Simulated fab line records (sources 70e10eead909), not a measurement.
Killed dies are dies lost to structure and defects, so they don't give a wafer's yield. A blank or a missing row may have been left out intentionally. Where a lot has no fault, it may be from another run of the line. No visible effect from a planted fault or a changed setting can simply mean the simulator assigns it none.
A struck lot beside a sound one | flow nand_harc | 37 out of 1302 route steps
Sound: these wafers, L836.1, L836.4, L836.5. Struck: wafers L847.2, L847.3, L847.4. Last of all comes the cause.
Each step with rows lists, per side, the tool, then ch with its chambers, then its first start. Under that, the readings that differ: sound wafers | struck wafers | difference of the means | sigmas: that difference in standard deviations of wafers without a fault.
alike: words and numbers the same on both sides, and readings whose means are apart by under 2 such deviations; not compared: readings that were withheld, readings missing a value for some wafer, numbers with overlapping values and no deviation given by the record, and bounds like >300 which may hide the same value.
The two part at a step that has a row with sigmas, a row that says differs or no value, or rows on one side only. Non-overlapping numbers with no deviation appear without sigmas and do not part them. A reading missing from all wafers of one side parts the sides only when that side holds two or more wafers.

first, 1 step without rows for these wafers: NHARC_A_WL_FILL_CVD_03 (deposits W, target thk 40 nm, time 279 s).
NHARC_A_WL_FILL_ETCHBACK_04: etches the open film in NF3, target depth 60 nm, time 120 s.
  sound on rie_metal-02 ch 1, day 23 07:44; struck on rie_metal-02 ch 0,1, day 27 20:58
  alike: drypump_motor_current_A, he_backside_leak_sccm, oes_product_au
  not compared: rf_hours_counter_h
then, 8 steps without rows for these wafers: NHARC_A_WL_FILL_ETCHBACK_05 (etches the open film in Cl2/BCl3, target depth 22 nm, time 60 s); NHARC_A_WL_FILL_STRIP_27 (strips in N2/H2, time 20 s); NHARC_A_WL_FILL_STRIP_28 (strips in post etch residue remover, time 1200 s); NHARC_A_WL_FILL_PRECLEAN_06 (cleans in DIW, time 300 s); NHARC_A_WL_FILL_SRD_07; NHARC_A_WL_FILL_ANNEAL_08 (time 1800 s); NHARC_A_WL_FILL_ALD_10 (deposits SiO2, target thk 50 nm, pulse time 10 s, ald cycles 500); NHARC_A_WL_FILL_ETCHBACK_16 (etches the open film in C4F8/O2/Ar, target depth 120 nm, time 24 s).
NHARC_A_WL_FILL_STRIP_29: strips in O2, time 20 s.
  sound on rie_diel-11 ch 0,3, day 23 19:16; struck on rie_diel-02 ch 0,1,3, day 28 10:05
  alike: drypump_motor_current_A, mfc_ar_sccm, oes_product_au, rf_vpp_V, showerhead_plenum_p_Torr, throttle_valve_pct
  not compared: rf_hours_counter_h
NHARC_A_WL_FILL_ETCHBACK_17: etches the open film in Cl2/BCl3, target depth 4 nm, time 26.7 s.
  sound on rie_metal-01 ch 0,1, day 23 19:23; struck on rie_metal-02 ch 0,1, day 28 10:12
  alike: drypump_motor_current_A, he_backside_leak_sccm, oes_product_au
  not compared: rf_hours_counter_h
then, 3 steps without rows for these wafers: NHARC_A_WL_FILL_PRECLEAN_18 (cleans in dHF, time 30 s); NHARC_A_WL_FILL_SRD_21; NHARC_A_WL_FILL_CVD_23 (deposits poly-Si, target thk 40 nm, time 800 s).
NHARC_A_WL_FILL_ETCHBACK_26: etches the open film in HBr, target depth 52 nm, time 13.3 s.
  sound on rie_si-03 ch 0,1,2, day 24 00:37; struck on rie_si-06 ch 0,1,2, day 28 14:33
  alike: drypump_motor_current_A, he_backside_leak_sccm, oes_product_au, throttle_valve_pct
  not compared: rf_hours_counter_h
then, 3 steps without rows for these wafers: NHARC_A_WL_FILL_PRECLEAN_30 (cleans in dHF, time 10 s); NHARC_A_WL_FILL_SRD_14; NHARC_A_WL_FILL_ALD_19 (deposits TiN, target thk 2 nm, pulse time 3 s, ald cycles 100).
NHARC_A_WL_FILL_CVD_20: deposits W, target thk 100 nm, time 74 s.
  sound: cvd_w-02 ch 0,1; struck: cvd_w-02 ch 0,1
  alike: heater_power_w, mfc_ar_sccm, throttle_valve_pct
  not compared: since_wet_clean_h
then, 3 steps without rows for these wafers: NHARC_A_WL_FILL_CMP_12 (polishes, t overpolish 30 s, target thk 100 nm); NHARC_A_WL_FILL_SRD_31; NHARC_A_CONTACT_DEP_24 (deposits SiO2, target thk 500 nm).
NHARC_A_CONTACT_DEP_28: deposits aC, target thk 7000 nm.
  sound on acl_dep-03 ch 0, day 24 03:14; struck on acl_dep-02 ch 0, day 28 19:36
  alike: throttle_valve_pct
then, 11 steps without rows for these wafers: NHARC_A_CONTACT_DEP_29 (deposits SiON, target thk 100 nm); NHARC_A_CONTACT_DEHYDRATE_32 (time 120 s); NHARC_A_CONTACT_HMDS_33 (time 30 s); NHARC_A_CONTACT_COAT_34 (time 75 s); NHARC_A_CONTACT_COAT_35 (time 65 s); NHARC_A_CONTACT_COAT_36 (resist thk 90 nm); NHARC_A_CONTACT_SOFTBAKE_37 (time 55 s); NHARC_A_CONTACT_EBR_38; NHARC_A_CONTACT_EXPOSE_39 (exposes mask A CC 3); NHARC_A_CONTACT_PEB_40 (peb time 65 s); NHARC_A_CONTACT_DEVELOP_41 (develop time 35 s).
NHARC_A_CONTACT_CD_MEAS_42: the cd target is 300 nm.
  sound on cd_sem-01 ch 0, day 24 08:06; struck on cd_sem-02 ch 0, day 28 23:52
  alike: cd_nm
-- break in the record here, with 3 days between the starts of the struck wafers on either side (left off in module A_CONTACT, picked up again in module END, where the first step shown is number 1302 on the route) --
NHARC_END_SORT_01:
  sound on prober-02 ch 0, day 27 07:36; struck on prober-02 ch 0, day 31 23:02
  reading         | sound    | struck      | difference | sigmas
  killed_at_array | 32 48 41 | 94 122 168  | +88        | +5
  killed_at_other | 0 0 0    | 4 2 1       | +2         | +2
  killed_dies     | 37 52 46 | 100 126 169 | +87        | +5
  alike: killed_at_periphery, killed_open, killed_short

== WHERE THEY PART ==
Within this record, at NHARC_END_SORT_01 only.

WHY: what had been put in by the simulator
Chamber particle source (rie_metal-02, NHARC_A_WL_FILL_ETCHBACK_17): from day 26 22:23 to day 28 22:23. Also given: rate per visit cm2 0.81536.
